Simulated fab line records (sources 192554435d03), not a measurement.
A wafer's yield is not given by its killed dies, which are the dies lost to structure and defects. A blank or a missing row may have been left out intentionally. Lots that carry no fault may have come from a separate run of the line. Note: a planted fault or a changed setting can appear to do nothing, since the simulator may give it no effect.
Which tool was responsible? -- flow n5 finfet -- 8 lots, 24 wafers sampled, at 5 steps of a route of 1938

WHAT THE GAUGES READ, wafer by wafer
N5_BEOL_M4_RC_MEAS_101. Usual: DIBL_N 36.0 mV/V, standard deviation 2.2; DIBL_P 36.2 mV/V, standard deviation 2.4; IOFF_N 0.16 nA/um, standard deviation 0.035; IOFF_N_85C 3.1 nA/um, standard deviation 0.57; IOFF_N_LIN 0.073 nA/um, standard deviation 0.013; IOFF_N_LONG 5.49e-05 nA/um, standard deviation 1.8e-06; IOFF_P 0.21 nA/um, standard deviation 0.037; IOFF_P_LIN 0.099 nA/um, standard deviation 0.013; IOFF_P_LONG 0.000105 nA/um, standard deviation 6.9e-06; ION_N 672 uA/um, standard deviation 13; ION_P 461 uA/um, standard deviation 7; SS_N 71.4 mV/dec, standard deviation 0.69; SS_P 73.2 mV/dec, standard deviation 0.75; VT_N 250 mV, standard deviation 3.4; VT_N_LONG 275.3 mV, standard deviation 1.9; VT_N_LVT 99 mV, standard deviation 3.6; VT_P -251 mV, standard deviation 3; VT_P_LONG -275.6 mV, standard deviation 2.6; VT_P_LVT -99.1 mV, standard deviation 2.7.
lot,measured,on,DIBL_N (mV/V),DIBL_P (mV/V),IOFF_N (nA/um),IOFF_N_85C (nA/um),IOFF_N_LIN (nA/um),IOFF_N_LONG (nA/um),IOFF_P (nA/um),IOFF_P_LIN (nA/um),IOFF_P_LONG (nA/um),ION_N (uA/um),ION_P (uA/um),SS_N (mV/dec),SS_P (mV/dec),VT_N (mV),VT_N_LONG (mV),VT_N_LVT (mV),VT_P (mV),VT_P_LONG (mV),VT_P_LVT (mV),flag
L732,day 9 13:01,prober-01,33.9 35.4 35.7,34.2 35.7 36.5,0.12 0.16 0.17,2.5 3.2 3.3,0.060 0.076 0.080,5.52e-05 5.51e-05 5.61e-05,0.17 0.19 0.21,0.080 0.088 0.095,9.2e-05 9e-05 9.7e-05,659 677 694,451 457 467,71.3 71.1 70.8,73.7 73.4 73.6,252 250 246,274.8 275.5 275.7,102 98 96,-257 -253 -252,-279.4 -280.3 -280.6,-102.2 -101.5 -99.6,
L733,day 9 15:42,prober-02,33.4 30.8 33.7,33.8 32.2 34.7,0.13 0.10 0.14,2.6 2.1 2.9,0.063 0.052 0.068,5.62e-05 5.47e-05 5.56e-05,0.17 0.16 0.19,0.090 0.086 0.098,0.00011 0.000115 0.000107,678 659 679,460 462 465,70.8 70.2 70.8,72.1 72.1 72.4,252 257 249,273.9 275.8 273.5,100 103 98,-251 -254 -253,-278.2 -273.6 -274.9,-100.6 -100.1 -99.0,
L738,day 10 19:05,prober-01,35.2 32.3 35.6,34.8 32.9 36.0,0.14 0.11 0.14,2.7 2.2 2.8,0.066 0.056 0.068,5.2e-05 5.15e-05 5.25e-05,0.18 0.16 0.19,0.085 0.079 0.091,9.8e-05 0.000101 9.4e-05,665 655 667,455 454 461,71.1 70.3 71.0,72.2 71.8 72.8,253 254 251,276.7 275.3 274.8,100 103 100,-255 -252 -254,-280.7 -278.4 -277.0,-103.1 -103.8 -102.6,
L747,day 13 11:36,prober-02,35.1 35.3 35.8,36.3 35.5 37.0,0.03 0.15 0.16,0.7 2.9 3.1,0.012 0.069 0.074,2.55e-05 5.8e-05 5.64e-05,0.36 0.19 0.23,0.164 0.093 0.105,0.000163 0.00011 0.000117,556 677 677,480 457 463,71.1 70.9 71.8,73.1 73.1 73.0,297 251 250,322.9 275.0 275.7,148 100 99,-237 -252 -248,-259.4 -274.6 -271.2,-84.5 -100.6 -98.1,OFF
L749,day 13 14:39,prober-01,36.3 32.1 32.0,34.9 30.5 30.6,0.13 0.01 0.09,2.6 0.4 1.8,0.061 0.008 0.044,5.24e-05 2.42e-05 5.14e-05,0.19 0.22 0.14,0.091 0.119 0.075,0.000106 0.000159 0.000109,659 545 647,452 469 452,71.5 69.7 69.8,73.4 72.0 71.9,252 306 259,276.5 328.6 276.6,103 157 108,-250 -243 -254,-275.9 -260.7 -273.9,-102.9 -91.9 -105.2,OFF
L753,day 14 21:56,prober-02,36.0 39.7 38.7,34.2 38.0 37.5,0.14 0.20 0.18,2.7 3.7 3.4,0.067 0.088 0.081,5.83e-05 5.82e-05 5.85e-05,0.21 0.28 0.26,0.108 0.130 0.122,0.000119 0.000125 0.00012,677 687 677,467 476 471,71.6 71.6 71.9,73.0 73.2 73.5,251 247 247,275.0 274.6 277.5,101 98 99,-244 -243 -245,-271.6 -271.2 -269.3,-98.4 -95.4 -96.9,
L754,day 15 02:20,prober-02,37.0 37.4 35.2,38.6 39.4 37.4,0.19 0.20 0.17,3.6 3.9 3.3,0.087 0.091 0.080,5.69e-05 5.83e-05 5.67e-05,0.23 0.23 0.21,0.100 0.103 0.096,0.000108 0.0001 0.000102,689 696 681,460 470 468,71.7 72.3 71.6,74.1 73.4 73.8,247 247 250,271.6 272.0 273.3,96 94 96,-250 -251 -251,-277.3 -276.8 -276.7,-98.8 -99.8 -100.4,
L755,day 15 05:06,prober-01,36.0 37.5 36.2,35.5 37.4 36.2,0.14 0.18 0.16,2.8 3.3 2.9,0.069 0.081 0.074,5.49e-05 5.56e-05 5.61e-05,0.20 0.24 0.21,0.098 0.111 0.103,0.000108 0.000105 0.000111,676 682 678,466 473 466,70.8 71.7 71.3,73.0 73.2 73.0,251 249 250,274.2 273.0 275.7,101 97 97,-249 -247 -248,-274.5 -274.6 -273.3,-99.4 -97.3 -99.1,

EACH LOT AND THE TOOL THAT RAN IT (in order: tool; ch and the chambers of the sampled wafers; start)
lot,N5_HKMG_FIN_STRIP_60,N5_HKMG_FIN_STRIP_92,N5_HKMG_FIN_NWFM_ALD_20,N5_GATE_CUT_STRIP_59
L732,"plasma asher-01 ch 0, day 4 01:13","rie diel-04 ch 0,3, day 4 04:05","ald metal-04 ch 0,1,2, day 4 05:35","rie diel-01 ch 0,1,2, day 4 08:26"
L733,"plasma asher-01 ch 0,1, day 4 11:26","rie diel-03 ch 0,2, day 4 14:49","ald metal-03 ch 1,2, day 4 16:19","rie diel-02 ch 0,1,3, day 4 19:11"
L738,"plasma asher-02 ch 0,1, day 5 13:24","rie diel-04 ch 0,1,3, day 5 16:19","ald metal-04 ch 1,2,3, day 5 17:49","rie diel-05 ch 0,1,2, day 5 20:41"
L747,"plasma asher-02 ch 0, day 7 20:31","rie diel-04 ch 0,2, day 7 23:32","ald metal-04 ch 1,2,3, day 8 01:04","rie diel-01 ch 1,3, day 8 03:55"
L749,"plasma asher-01 ch 0,1, day 8 09:18","rie diel-06 ch 0,2,3, day 8 12:14","ald metal-04 ch 0,2,3, day 8 13:44","rie diel-01 ch 0,1,3, day 8 16:35"
L753,"plasma asher-02 ch 0,1, day 9 07:28","rie diel-03 ch 1,3, day 9 10:32","ald metal-01 ch 0,2,3, day 9 12:19","rie diel-02 ch 0,2,3, day 9 15:13"
L754,"plasma asher-01 ch 0,1, day 9 12:26","rie diel-06 ch 0,1,3, day 9 16:05","ald metal-01 ch 0,2,3, day 9 17:35","rie diel-01 ch 0,2, day 9 20:27"
L755,"plasma asher-02 ch 0,1, day 9 18:19","rie diel-06 ch 0,1,2, day 9 21:08","ald metal-03 ch 1,2,3, day 9 22:39","rie diel-02 ch 2,3, day 10 01:37"
- N5_HKMG_FIN_STRIP_60: strips in N2/H2, time 360 s.
- N5_HKMG_FIN_STRIP_92: strips SOC in N2/H2, time 20 s.
- N5_HKMG_FIN_NWFM_ALD_20: deposits TiAlC, target thk 2 nm, pulse time 3 s, purge time 2 s.
- N5_GATE_CUT_STRIP_59: strips in N2/H2, time 20 s.

AS READ BY THE TOOLS THEMSELVES (means over the sampled wafers that have a number; for cases with no such wafer, the mark the record gives instead)
N5_HKMG_FIN_STRIP_60. Usual: drypump motor current A 6.38 A, standard deviation 0.084; heater power w 449 W, standard deviation 23; n2 flow sccm 1750 sccm, standard deviation 5.4; temp c 300.01 C, standard deviation 0.19.
lot,tool,drypump motor current A (A),heater power w (W),n2 flow sccm (sccm),temp c (C),flag
L732,plasma asher-01,6.44,422,1750,299.86,
L733,plasma asher-01,6.41,435,1747,300.09,
L738,plasma asher-02,6.38,472,1749,299.85,
L747,plasma asher-02,6.23,442,1752,300.01,
L749,plasma asher-01,6.43,439,1753,299.94,
L753,plasma asher-02,6.36,475,1750,300.09,
L754,plasma asher-01,6.41,435,1749,300.01,
L755,plasma asher-02,6.37,480,1746,299.95,

N5_HKMG_FIN_STRIP_92. Usual: drypump motor current A 5.6 A, standard deviation 0.5; n2 flow sccm 299.9 sccm, standard deviation 0.88; oes product au 0.82 a.u., standard deviation 0.087; rf fwd power W 496.0 W, standard deviation 1.8; rf vpp V 54.3 V, standard deviation 0.91; showerhead plenum p Torr 3.40 Torr, standard deviation 0.11; temp c 39.99 C, standard deviation 0.11; throttle valve pct 18.8 %, standard deviation 0.36.
lot,tool,drypump motor current A (A),n2 flow sccm (sccm),oes product au (a.u.),rf fwd power W (W),rf vpp V (V),showerhead plenum p Torr (Torr),temp c (C),throttle valve pct (%),flag
L732,rie diel-04,5.2,300.1,0.82,495.7,54.3,3.29,39.92,19.0,
L733,rie diel-03,5.5,300.1,0.85,496.6,54.1,3.35,39.91,19.1,
L738,rie diel-04,5.5,300.3,0.77,495.1,54.2,3.27,40.00,18.7,
L747,rie diel-04,5.5,299.9,0.77,495.8,54.0,3.27,40.01,19.2,
L749,rie diel-06,5.2,299.7,0.85,496.1,53.9,3.46,40.11,18.9,
L753,rie diel-03,6.1,299.1,0.79,497.1,53.9,3.33,40.00,18.5,
L754,rie diel-06,5.4,299.5,0.91,496.7,54.2,3.51,39.89,18.9,
L755,rie diel-06,5.5,300.5,0.83,496.3,54.3,3.46,39.96,19.0,

N5_HKMG_FIN_NWFM_ALD_20. Usual: heater power w 487 W, standard deviation 59; precursor pulse height rel 0.998, standard deviation 0.021; susceptor temp C 300.02 C, standard deviation 0.19.
lot,tool,heater power w (W),precursor pulse height rel,susceptor temp C (C),flag
L732,ald metal-04,442,1.012,299.98,
L733,ald metal-03,515,1.002,300.20,
L738,ald metal-04,424,1.000,300.08,
L747,ald metal-04,437,0.996,299.98,
L749,ald metal-04,430,1.012,300.15,
L753,ald metal-01,476,0.987,299.92,
L754,ald metal-01,469,0.992,300.04,
L755,ald metal-03,543,1.006,299.85,

N5_GATE_CUT_STRIP_59. Usual: drypump motor current A is 5.9 A with standard deviation 0.34, n2 flow sccm is 300.1 sccm with standard deviation 0.94, oes product au is 0.79 a.u. with standard deviation 0.096, rf vpp V is 45.5 V with standard deviation 0.85, showerhead plenum p Torr is 3.43 Torr with standard deviation 0.11, temp c is 40.00 C with standard deviation 0.11, and throttle valve pct is 12.29 % with standard deviation 0.24.
lot,tool,drypump motor current A (A),n2 flow sccm (sccm),oes product au (a.u.),rf vpp V (V),showerhead plenum p Torr (Torr),temp c (C),throttle valve pct (%),flag
L732,rie diel-01,6.0,300.0,0.78,44.1,3.38,40.03,12.44,
L733,rie diel-02,5.8,300.6,0.81,45.1,3.52,40.01,12.27,
L738,rie diel-05,5.7,300.5,0.75,45.9,3.36,39.98,12.21,
L747,rie diel-01,5.8,299.6,0.75,45.5,3.46,40.02,12.50,
L749,rie diel-01,6.0,300.5,0.80,46.7,3.45,40.08,12.38,
L753,rie diel-02,6.0,300.4,0.77,45.4,3.48,39.86,12.31,
L754,rie diel-01,6.0,299.0,0.94,45.6,3.52,39.99,12.01,
L755,rie diel-02,6.2,300.3,0.75,45.7,3.42,40.06,12.21,

THE ANSWER, worked out from the rows above alone
Rule: lot off if the mean of its wafers having a number is beyond 3 standard deviations from the usual mean. A lot without any number at a reading at which 4 lots or more have one is off too. Any other lot the step has rows for is counted as sound. The gauges are gone through in route order, then the tools' own readings, and for those a lot's mean is taken as printed above. At the first step where some lot is off, the reading lying furthest off is the one used; lots without a number count as furthest.
Off: L747, L749, at N5_BEOL_M4_RC_MEAS_101 (VT_N_LONG).
If a tool, at a process step before that reading, ran all the lots that are off and no sound lot after the first of them, it fits. Gauges at N5_BEOL_M4_RC_MEAS_101: tried the same way as those tools. One fits: ald metal-04 at N5_HKMG_FIN_NWFM_ALD_20. Its last sound lot is L738 (day 5 17:49), its first lot that is off L747 (day 8 01:04): a fault that began between those two fits.

WHAT THE SIMULATOR PUT IN
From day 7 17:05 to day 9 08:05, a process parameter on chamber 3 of ald metal-04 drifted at N5_HKMG_FIN_NWFM_ALD_20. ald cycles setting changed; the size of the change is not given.
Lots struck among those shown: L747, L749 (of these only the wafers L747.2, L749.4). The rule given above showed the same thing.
